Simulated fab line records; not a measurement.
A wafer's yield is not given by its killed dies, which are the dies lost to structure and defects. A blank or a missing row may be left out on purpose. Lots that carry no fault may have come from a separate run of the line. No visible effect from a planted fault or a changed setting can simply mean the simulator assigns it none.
Struck lot and sound lot, side by side || flow nand_harc || 14 out of 1302 route steps
Sound: the wafers L859.2, L859.4, L859.6. Struck: wafers L872.2, L872.3, L872.4. At the end, the cause is stated.
For every step that has rows: the tool of each side, followed by ch and its chambers, followed by its first start. Under that, the readings that differ: sound wafers || struck wafers || difference of the means || sigmas: that difference in standard deviations of wafers without a fault.
alike: a reading whose means differ by less than 2 such deviations, as well as words and numbers matching on both sides. not compared: withheld readings; readings where some wafer has no value; bounds like >300 that might hide an equal value; numbers whose values overlap and for which the record gives no deviation.
The two part at a step that has a row with sigmas, a row that says differs or no value, or rows on one side only. Non-overlapping numbers with no deviation appear without sigmas and do not part them. Lack of a reading on every wafer of one side parts them only where that side has two or more wafers.

NHARC_P_M0_PRE_CLEAN_29: time 30 s.
  sound on pvd_sputter-02; struck on pvd_sputter-01
  alike: heater_power_w
then, 1 step without rows for these wafers: NHARC_P_M0_PVD_20 (deposits TaN, target thk 5 nm, time 8.06 s).
NHARC_P_M0_PVD_21: deposits Cu, target thk 30 nm, time 20.49 s.
  sound on pvd_sputter-02; struck on pvd_sputter-01
  alike: throttle_valve_pct
then, 2 steps without rows for these wafers: NHARC_P_M0_ECD_22 (material Cu, target thk 400 nm); NHARC_P_M0_ANNEAL_30 (time 90 s).
NHARC_P_M0_CMP_23: polishes, t overpolish 20 s, target thk 117.54 nm.
  sound on cmp-01 ch 1,2,3, day 6 01:56; struck on cmp-01 ch 1,2,3, day 12 07:06
  alike: motor_current_A, time_to_endpoint_s
  not compared: pad_life_wafers
NHARC_P_M0_THK_MEAS_24: measures by xrf.
  struck on film_metro-02, day 12 07:25; sound on film_metro-02, day 6 02:14
  alike: thk_nm
following that, these wafers have no rows for 1 step: NHARC_P_M0_SRD_25.
NHARC_P_M0_INSPECT_27:
  struck on defect_inspect-02, day 12 07:34; sound on defect_inspect-02, day 6 02:23
  alike: raw_defect_count
NHARC_P_M0_PRE_CLEAN_31: time 12 s.
  sound on pecvd-02 ch 1,2, day 6 02:29; struck on pecvd-01 ch 0,1, day 12 07:40
  alike: heater_power_w
NHARC_P_M0_DEP_32: deposits SiCN, target thk 30 nm.
  sound on pecvd-02 ch 1,2, day 6 02:37; struck on pecvd-01 ch 0,1, day 12 07:46
  alike: heater_power_w
NHARC_P_M1_DEP_00: deposits SiOC, target thk 182.5 nm.
  sound on pecvd-03 ch 0,1, day 6 02:56; struck on pecvd-03 ch 0,2, day 12 08:44
then, 1 step without rows for these wafers: NHARC_P_M1_DEHYDRATE_01 (time 120 s).
-- the record jumps here: 19 days lie between the struck wafers' starts before and after (it left off in module P_M1 and takes up again in module END, whose first step shown is number 1302 of the route) --
NHARC_END_SORT_01:
  here the record holds rows for the struck wafers (prober-02 ch 0, day 31 14:56) but none for the sound ones

== WHERE THEY PART ==
At NHARC_END_SORT_01 and nowhere else, as far as this record goes.

WHY: what the simulator had put in
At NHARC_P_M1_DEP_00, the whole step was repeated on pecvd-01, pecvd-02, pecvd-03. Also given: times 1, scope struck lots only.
